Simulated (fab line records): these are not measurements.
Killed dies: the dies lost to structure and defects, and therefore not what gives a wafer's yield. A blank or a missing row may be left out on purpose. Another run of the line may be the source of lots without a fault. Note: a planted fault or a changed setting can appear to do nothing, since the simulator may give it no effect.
Chamber matching :: flow n5Finfet :: N5_FIN_SAQP_HM_OPEN_33 on rieDiel-01: 4 sister chambers
The step chemistry CH3F/O2, target SiNx, target depth 49.4 nm, time 70.6 s. 8 wafers are shown with their chamber, then 11 later ones without.

WAFERS PAIRED WITH THEIR CHAMBERS
wafer: L079.4
chamber: 3
showerheadPlenumPTorr (Torr): 2.003
throttleValvePct (%): 16.47

wafer: L080.1
chamber: 3
showerheadPlenumPTorr (Torr): 2.001
throttleValvePct (%): 16.47

wafer: L080.4
chamber: 0
showerheadPlenumPTorr (Torr): 1.968
throttleValvePct (%): 15.83

wafer: L080.5
chamber: 2
showerheadPlenumPTorr (Torr): 1.979
throttleValvePct (%): 16.73

wafer: L083.2
chamber: 2
showerheadPlenumPTorr (Torr): 1.976
throttleValvePct (%): 16.75

wafer: L083.5
chamber: 1
showerheadPlenumPTorr (Torr): 1.972
throttleValvePct (%): 16.41

wafer: L083.6
chamber: 0
showerheadPlenumPTorr (Torr): 1.965
throttleValvePct (%): 15.87

wafer: L084.1
chamber: 1
showerheadPlenumPTorr (Torr): 1.972
throttleValvePct (%): 16.43

WAFERS MISSING THEIR CHAMBER
wafer: L084.3
showerheadPlenumPTorr (Torr): 1.965
throttleValvePct (%): 15.86

wafer: L084.6
showerheadPlenumPTorr (Torr): 1.972
throttleValvePct (%): 16.41

wafer: L085.1
showerheadPlenumPTorr (Torr): 1.997
throttleValvePct (%): 16.50

wafer: L085.2
showerheadPlenumPTorr (Torr): 1.975
throttleValvePct (%): 16.77

wafer: L085.3
showerheadPlenumPTorr (Torr): 1.965
throttleValvePct (%): 15.88

wafer: L090.1
showerheadPlenumPTorr (Torr): 1.994
throttleValvePct (%): 16.51

wafer: L090.2
showerheadPlenumPTorr (Torr): 1.971
throttleValvePct (%): 16.79

wafer: L090.6
showerheadPlenumPTorr (Torr): 1.994
throttleValvePct (%): 16.51

wafer: L092.3
showerheadPlenumPTorr (Torr): 1.959
throttleValvePct (%): 15.90

wafer: L092.4
showerheadPlenumPTorr (Torr): 1.959
throttleValvePct (%): 15.89

wafer: L092.6
showerheadPlenumPTorr (Torr): 1.992
throttleValvePct (%): 16.54

CHAMBER TAKEN BY EACH
wafer: L084.3
from the rows above: 0
in truth: 0

wafer: L084.6
from the rows above: 1
in truth: 1

wafer: L085.1
from the rows above: 3
in truth: 3

wafer: L085.2
from the rows above: 2
in truth: 2

wafer: L085.3
from the rows above: 0
in truth: 0

wafer: L090.1
from the rows above: 3
in truth: 3

wafer: L090.2
from the rows above: 2
in truth: 2

wafer: L090.6
from the rows above: 3
in truth: 3

wafer: L092.3
from the rows above: 0
in truth: 0

wafer: L092.4
from the rows above: 0
in truth: 0

wafer: L092.6
from the rows above: 3
in truth: 3
Correct placement for 11 of the 11. Left unplaced by these rows: 0. Placed wrongly: 0.
How it was worked out, from the rows above alone: a wafer's distance from a chamber is the root of the sum, over the readings, of the square of ((its reading less the chamber's mean) divided by the reading's scatter). If the next closest chamber is less than 2 further off than the closest, the wafer can't be placed; otherwise it belongs to the closest. For every chamber, the mean is computed from those of its wafers that are shown. The scatter: take each reading less its chamber's mean, square it, sum over the shown wafers, divide by the number of wafers less the number of chambers, and take the root.
